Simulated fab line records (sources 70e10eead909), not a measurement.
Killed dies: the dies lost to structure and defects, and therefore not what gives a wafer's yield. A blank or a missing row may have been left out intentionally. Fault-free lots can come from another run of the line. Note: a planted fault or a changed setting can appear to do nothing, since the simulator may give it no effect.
fab line records    flow nand-harc
[record] lots = 12  wafers = 36  last-day = 33
route steps=1302 shown A_CONTACT@1056 END@1302
lots that met no fault: from a run of the same line without faults
start-h: start of the lot's first displayed wafer, in hours after the record's first day    wait-h: hours since the lot's step before    " repeats the value in the row above    L1.1+2: a row that stands for several wafers    - value missing, or start not given    * or withheld: withheld    < > ~ a bound
route shown NAME@n: names a module that has steps shown in the file, with the first one's number in the route    usual: mean and standard deviation over wafers with no fault    same: alike in all rows    chamber/n: place in a boat    sites: the reading at each site    _std_site: standard deviation across them    _edge_site: the outer-site mean with the inner-site mean subtracted    radius-mm: for every site, how far away it sits from the centre of the wafer    mask NAME#n: copy n    behind: the last tool/chamber to shape the wafer    hold: the reason the lot was held/the length of the hold in hours/how it ended    device: the n, p or np transistor that did not switch    end of line: tests run on the same wafers once the route is complete    a step without rows: its recipe alone    killed: the dies lost at the first sort to structure and to defects; this is not the yield of the wafer    map: per-die view of a wafer (x killed, . not killed, _ where there is no die)
set.NAME: the setting that was run; set.NAME@STEP: the one run at that earlier step    model.NAME: the simulator's own value behind a step, which no gauge read
steps of the route over a sample of lots; a table a step, a row a wafer
services: when a tool's chamber went out of use (start-h, in hours from the record's first day, below 0 if earlier), for how many hours, and the reason
[[steps]]
[step NHARC_A_CONTACT_ETCH_133]
[recipe] source-w = withheld  pressure-mtorr = 20  bias-v = 400  time-s = 374  target-depth-a = 16100  ar-flow-sccm = withheld  c4f8-flow-sccm = 11.5  o2-flow-sccm = 7.2  chemistry = C4F8/O2/Ar
lot.wafer  tool             chamber  start-h  wait-h  rf-hours-counter-h
L838.2     har-cap-etch-02  1        527.48   0.2     94
L838.3     "                0        "        "       -
L838.6     "                0        "        "       -
L840.2     har-cap-etch-01  0        538.62   0.1     7
L840.4     "                0        "        "       -
L840.6     "                1        "        "       -
L842.4     har-cap-etch-01  1        574.29   0.2     -
L842.6     "                1        "        "       -
L842.5     "                0        "        "       -
L843.2     har-cap-etch-02  1        579.16   0.1     101
L843.1     "                0        "        "       101
L843.5     "                1        "        "       -
L847.1     har-cap-etch-03  1        636.23   0.1     66
L847.2     "                0        "        "       66
L847.5     "                0        "        "       -
L849.4     har-cap-etch-02  0        647.56   0.3     -
L849.3     "                1        "        "       -
L849.6     "                0        "        "       -
L855.2     har-cap-etch-02  1        679.14   0.1     121
L855.6     "                1        "        "       -
L855.5     "                0        "        "       -
L854.2     har-cap-etch-02  0        687.36   0.1     123
L854.3     "                1        "        "       -
L854.6     "                0        "        "       -
L856.4     har-cap-etch-01  0        704.16   0.3     -
L856.3     "                1        "        "       -
L856.6     "                1        "        "       -
L857.2     har-cap-etch-02  0        719.53   0.2     128
L857.4     "                1        "        "       -
L857.6     "                0        "        "       -
L858.4     har-cap-etch-01  1        724.42   0.2     -
L858.3     "                0        "        "       -
L858.6     "                1        "        "       -
L859.2     har-cap-etch-03  1        727.78   0.2     84
L859.3     "                0        "        "       -
L859.5     "                1        "        "       -
[step NHARC_A_CONTACT_DEP_84]
[recipe] target-thk-a = 28000  temp-c = 400  material = aC
[usual] throttle-valve-pct = 35.000/0.0095
lot.wafer  tool        chamber  start-h  wait-h  throttle-valve-pct
L838.2     acl-dep-02  0        529.65   -       35.012
L838.3     "           0        "        "       35.005
L838.6     "           0        "        "       34.987
L840.2     acl-dep-03  0        541.15   -       35.019
L840.4     "           0        "        "       34.989
L840.6     "           0        "        "       34.998
L842.4     acl-dep-01  0        576.99   -       35.003
L842.5     "           0        "        "       34.999
L842.6     "           0        "        "       35.004
L843.1     acl-dep-02  0        581.12   -       34.995
L843.2     "           0        "        "       34.991
L843.5     "           0        "        "       34.999
L847.1     acl-dep-02  0        639.42   -       34.999
L847.2     "           0        "        "       34.999
L847.5     "           0        "        "       34.990
L849.3     acl-dep-02  0        653.52   -       34.998
L849.4     "           0        "        "       34.993
L849.6     "           0        "        "       34.988
L855.2     acl-dep-01  0        681.37   -       34.989
L855.5     "           0        "        "       35.004
L855.6     "           0        "        "       35.004
L854.2     acl-dep-03  0        689.60   -       34.995
L854.3     "           0        "        "       34.997
L854.6     "           0        "        "       34.992
L856.3     acl-dep-02  0        710.22   -       35.000
L856.4     "           0        "        "       35.005
L856.6     "           0        "        "       34.991
L857.2     acl-dep-02  0        723.27   -       34.995
L857.4     "           0        "        "       34.997
L857.6     "           0        "        "       35.018
L858.3     acl-dep-03  0        727.41   -       35.004
L858.4     "           0        "        "       34.988
L858.6     "           0        "        "       35.014
L859.2     acl-dep-02  0        731.38   -       35.006
L859.3     "           0        "        "       34.985
L859.5     "           0        "        "       35.005
[step NHARC_A_CONTACT_OVL_MEAS_09]
[usual] overlay-x-nm = -0.1/0.74  overlay-y-nm = -0.1/0.74
lot.wafer  tool        chamber  start-h  wait-h  overlay-x-nm  overlay-y-nm
L838.2     overlay-02  -        532.00   -       -1.3          -0.5
L838.3     "           -        "        "       -0.8          -0.5
L838.6     "           -        "        "       -1.2          0.5
L840.2     overlay-02  -        543.46   -       -1.9          -0.4
L840.4     "           -        "        "       -1.1          -0.9
L840.6     "           -        "        "       -1.0          -0.5
L842.4     overlay-01  -        578.68   -       -0.4          0.4
L842.5     "           -        "        "       -0.2          0.2
L842.6     "           -        "        "       -0.2          0.2
L843.1     overlay-02  -        583.66   -       0.2           -0.8
L843.2     "           -        "        "       0.7           -0.7
L843.5     "           -        "        "       0.8           -0.4
L847.1     overlay-02  -        641.85   -       -0.3          -0.2
L847.2     "           -        "        "       0.2           0.3
L847.5     "           -        "        "       -0.2          -0.2
L849.3     overlay-01  -        655.53   -       0.8           1.1
L849.4     "           -        "        "       1.4           1.3
L849.6     "           -        "        "       0.8           0.8
L855.2     overlay-02  -        683.64   -       -0.1          0.3
L855.5     "           -        "        "       0.4           0.2
L855.6     "           -        "        "       -0.2          -0.3
L854.2     overlay-02  -        691.76   -       -0.3          -0.3
L854.3     "           -        "        "       -0.7          -0.5
L854.6     "           -        "        "       -0.2          -0.4
L856.3     overlay-01  -        712.18   -       0.0           -0.5
L856.4     "           -        "        "       -0.3          0.3
L856.6     "           -        "        "       -0.3          -0.4
L857.2     overlay-01  -        725.54   -       0.4           -1.3
L857.4     "           -        "        "       -0.1          0.2
L857.6     "           -        "        "       0.5           -1.1
L858.3     overlay-01  -        729.42   -       0.3           0.0
L858.4     "           -        "        "       -0.6          -0.3
L858.6     "           -        "        "       0.6           -0.5
L859.2     overlay-02  -        733.55   -       0.5           -1.0
L859.3     "           -        "        "       0.4           -0.9
L859.5     "           -        "        "       0.9           -1.1
[step NHARC_A_CONTACT_INSPECT_10]
[usual] raw-defect-count = 82/46
lot.wafer  tool               chamber  start-h  wait-h  raw-defect-count
L838.2     defect-inspect-02  -        532.04   0.0     33
L838.3     "                  -        "        "       19
L838.6     "                  -        "        "       14
L840.2     defect-inspect-02  -        543.50   0.0     96
L840.4     "                  -        "        "       113
L840.6     "                  -        "        "       115
L842.4     defect-inspect-01  -        578.72   0.0     181
L842.5     "                  -        "        "       185
L842.6     "                  -        "        "       149
L843.1     defect-inspect-02  -        583.69   0.0     68
L843.2     "                  -        "        "       87
L843.5     "                  -        "        "       85
L847.1     defect-inspect-01  -        641.89   0.0     536
L847.2     "                  -        "        "       536
L847.5     "                  -        "        "       573
L849.3     defect-inspect-02  -        655.56   0.0     543
L849.4     "                  -        "        "       496
L849.6     "                  -        "        "       534
L855.2     defect-inspect-01  -        683.68   0.0     155
L855.5     "                  -        "        "       158
L855.6     "                  -        "        "       153
L854.2     defect-inspect-01  -        691.80   0.0     42
L854.3     "                  -        "        "       46
L854.6     "                  -        "        "       43
L856.3     defect-inspect-01  -        712.22   0.0     119
L856.4     "                  -        "        "       138
L856.6     "                  -        "        "       118
L857.2     defect-inspect-01  -        725.58   0.0     45
L857.4     "                  -        "        "       43
L857.6     "                  -        "        "       40
L858.3     defect-inspect-02  -        729.46   0.0     62
L858.4     "                  -        "        "       57
L858.6     "                  -        "        "       69
L859.2     defect-inspect-01  -        733.58   0.0     141
L859.3     "                  -        "        "       141
L859.5     "                  -        "        "       144
[step NHARC_A_CONTACT_ETCH_88]
[recipe] target-depth-a = 390  over-etch-frac = 0.3  time-s = 65  ion-energy-ev = 80  cf4-flow-sccm = 150  ar-flow-sccm = 0  rf-w = 300  bias-w = 100  chemistry = CF4
[usual] drypump-motor-current-A = 5.6/0.44  oes-product-au = 1.001/0.0079  rf-vpp-V = 151.2/1.2  showerhead-plenum-p-Torr = 1.75/0.075  throttle-valve-pct = 13.283/0.0089
lot.wafer  tool         chamber  start-h  wait-h  drypump-motor-current-A  oes-product-au  rf-hours-counter-h  rf-vpp-V  showerhead-plenum-p-Torr  throttle-valve-pct
L838.3     rie-diel-03  0        532.19   0.1     5.3                      0.993           10                  150.9     1.64                      13.277
L838.2     "            1        "        "       5.4                      1.012           11                  152.6     1.84                      13.278
L838.6     "            0        "        "       5.3                      0.994           -                   149.3     1.64                      13.283
L840.2     rie-diel-03  0        543.64   0.1     5.3                      0.989           11                  150.5     1.64                      13.295
L840.4     "            2        "        "       6.3                      1.007           12                  151.3     1.78                      13.307
L840.6     "            0        "        "       5.3                      0.988           -                   148.7     1.64                      13.294
L842.4     rie-diel-03  1        578.87   0.1     5.4                      1.020           17                  152.5     1.84                      13.274
L842.6     "            3        "        "       5.9                      1.007           -                   149.2     1.70                      13.282
L842.5     "            0        "        "       5.3                      1.005           -                   150.1     1.64                      13.289
L843.2     rie-diel-03  2        583.86   0.1     6.3                      1.004           18                  151.6     1.77                      13.265
L843.1     "            0        "        "       5.3                      0.991           17                  151.1     1.64                      13.299
L843.5     "            3        "        "       5.9                      1.003           -                   148.7     1.70                      13.295
L847.1     rie-diel-05  3        642.03   0.1     5.2                      1.009           14                  150.3     1.74                      13.295
L847.2     "            1        "        "       5.4                      1.002           11                  149.2     1.68                      13.300
L847.5     "            0        "        "       5.4                      1.012           -                   151.2     1.73                      13.283
L849.4     rie-diel-03  2        655.72   0.1     6.2                      1.006           2                   151.6     1.77                      13.280
L849.3     "            0        "        "       5.3                      0.996           3                   154.5     1.91                      13.283
L849.6     "            2        "        "       6.2                      0.997           -                   150.8     1.77                      13.285
L855.2     rie-diel-03  1        683.84   0.1     5.4                      1.012           8                   151.9     1.83                      13.284
L855.6     "            2        "        "       6.2                      0.999           -                   151.7     1.77                      13.270
L855.5     "            3        "        "       5.9                      1.008           -                   150.2     1.70                      13.276
L854.2     rie-diel-03  2        691.95   0.1     6.2                      1.009           10                  152.9     1.77                      13.282
L854.3     "            3        "        "       5.9                      1.006           9                   149.8     1.70                      13.294
L854.6     "            3        "        "       5.9                      0.999           -                   151.1     1.70                      13.282
L856.3     rie-diel-13  0        712.37   0.1     6.4                      0.998           2                   149.8     1.69                      13.279
L856.4     "            2        "        "       5.2                      0.999           3                   151.0     1.70                      13.288
L856.6     "            0        "        "       6.4                      0.986           -                   150.2     1.69                      13.286
L857.2     rie-diel-03  0        725.85   0.1     5.3                      0.997           17                  154.7     1.90                      13.288
L857.6     "            0        "        "       5.3                      1.003           -                   154.1     1.90                      13.270
L857.4     "            1        "        "       5.4                      1.002           -                   153.5     1.83                      13.283
L858.3     rie-diel-03  0        729.62   0.1     5.3                      1.014           18                  152.2     1.90                      13.277
L858.6     "            0        "        "       5.3                      0.993           -                   153.6     1.90                      13.301
L858.4     "            1        "        "       5.4                      1.008           -                   151.2     1.83                      13.297
L859.2     rie-diel-13  2        733.73   0.1     5.2                      0.983           9                   151.5     1.70                      13.275
L859.3     "            0        "        "       6.4                      0.988           8                   150.3     1.69                      13.297
L859.5     "            2        "        "       5.2                      0.990           -                   149.7     1.70                      13.298
[step NHARC_END_SORT_01]
[recipe] temp-c = 25
[usual] killed-at-array = 57/24  killed-at-other = 0.7/0.94  killed-at-periphery = 3.8/2.5  killed-dies = 62/23  killed-open = 3.1/1.8  killed-short = 2.5/1.6
[same] gross-dies = 677
lot.wafer  tool       chamber  start-h  wait-h  killed-at-array  killed-at-other  killed-at-periphery  killed-dies  killed-open  killed-short
L847.1     prober-01  0        694.54   2.5     96               1                2                    99           3            0
L847.2     prober-01  0        695.35   2.8     98               0                4                    102          1            1
L847.5     prober-01  0        697.77   3.7     97               2                1                    100          3            1
L849.3     prober-01  0        706.15   3.1     65               1                6                    72           4            2
L849.4     prober-01  0        706.95   3.4     76               0                5                    81           3            1
L849.6     prober-01  0        708.56   4.0     68               2                4                    74           9            0
// killed by level:class
L847.1 A_CONTACT:unspecified=35 A_CHANNEL_HOLE_D1:chamber-film-flake=30 A_CHANNEL_HOLE_D2:chamber-film-flake=16 A_CONTACT:chamber-film-flake=6 P_STI:chamber-film-flake=2 A_ZERO_WELL:chamber-film-flake=2 A_STAIRCASE:chamber-film-flake=2 A_ONON_D1:geometric-particle:open=1
L847.2 A_CONTACT:unspecified=37 A_CHANNEL_HOLE_D1:chamber-film-flake=35 A_CHANNEL_HOLE_D2:chamber-film-flake=15 A_CONTACT:chamber-film-flake=6 P_STI:chamber-film-flake=2 A_ONON_D1:geometric-particle:open=1 A_M0:geometric-particle:short=1 P_M0:chamber-film-flake=1
L847.5 A_CONTACT:unspecified=39 A_CHANNEL_HOLE_D1:chamber-film-flake=33 A_CHANNEL_HOLE_D2:chamber-film-flake=11 A_CONTACT:chamber-film-flake=6 A_SLIT:chamber-film-flake=2 A_ONON_D1:geometric-particle:open=1 A_CHANNEL_FILL_D2:geometric-particle:open=1 A_M0:geometric-particle:short=1
L849.3 A_CONTACT:unspecified=39 A_CHANNEL_HOLE_D1:chamber-film-flake=10 P_GATE:chamber-film-flake=3 A_SLIT:chamber-film-flake=3 P_M2:chamber-film-flake=2 A_ZERO_WELL:chamber-film-flake=2 A_M0:chamber-film-flake=2 A_ONON_D1:geometric-particle:open=1
L849.4 A_CONTACT:unspecified=45 A_CHANNEL_HOLE_D1:chamber-film-flake=10 A_SLIT:chamber-film-flake=5 A_STAIRCASE:chamber-film-flake=4 A_CONTACT:chamber-film-flake=4 P_M2:chamber-film-flake=3 P_GATE:chamber-film-flake=2 A_SOURCE_PLATE:geometric-particle:open=1
L849.6 A_CONTACT:unspecified=46 A_CHANNEL_HOLE_D1:chamber-film-flake=8 A_M1:geometric-particle:open=2 A_SLIT:chamber-film-flake=2 THIN_TSV:chamber-film-flake=2 P_CONTACT:geometric-particle:open=1 P_M0:geometric-particle:open=1 A_ONON_D1:geometric-particle:open=1
[[services]]
tool             chamber  start-h  hours  kind
rie-diel-03      0        516.42   -      clean
rie-diel-03      1        516.42   -      clean
rie-diel-03      2        516.42   -      clean
rie-diel-03      3        516.42   -      clean
rie-diel-13      -        520.02   9.0    pm
rie-diel-03      0        540.92   -      clean
rie-diel-03      1        540.92   -      clean
rie-diel-03      2        540.92   -      clean
rie-diel-03      3        540.92   -      clean
acl-dep-01       -        555.91   13.0   pm
rie-diel-03      2        570.50   5.3    repair
rie-diel-03      1        580.94   8.3    repair
rie-diel-05      -        583.60   9.0    pm
acl-dep-02       -        606.91   13.0   pm
rie-diel-03      -        635.43   9.0    pm
har-cap-etch-01  -        637.73   1.1    repair
acl-dep-02       -        642.03   0.8    repair
rie-diel-13      0        652.35   1.4    repair
acl-dep-03       -        662.48   13.0   pm
rie-diel-13      1        674.59   5.0    repair
rie-diel-05      2        678.13   1.2    repair
rie-diel-03      1        695.26   15.9   repair
rie-diel-13      -        697.02   9.0    pm
rie-diel-03      3        722.19   18.0   repair
[[key]]
[first-sign] step = NHARC_A_CONTACT_INSPECT_10  reading = raw-defect-count  direction = up  sigmas = 9.9  usual = 82  struck = 536
[more-kills-born-at] NHARC_A_CONTACT_DEP_84@acl-dep-02 = 241
met-at NHARC_A_CONTACT_DEP_84
struck-lots L847,L849
tester-left-out L847,L849
not-acting-at NHARC_A_CONTACT_ETCH_133,NHARC_A_CONTACT_OVL_MEAS_09,NHARC_A_CONTACT_ETCH_88
onset-between 581.12 639.42
[fault] kind = chamber-particle-source  tool = acl-dep-02  chamber = -  onset-h = 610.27  steps = NHARC_A_CONTACT_DEP_84  rate-per-visit-cm2 = 0.70803  end-h = 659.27
// tester-left-out: of these lots the tester's yield and bins aren't shown, on N5 and GAA mostly nor the transistor test; their killed dies are dies lost to structure and defects alone, not to doping, threshold or leakage, so they don't give the yield
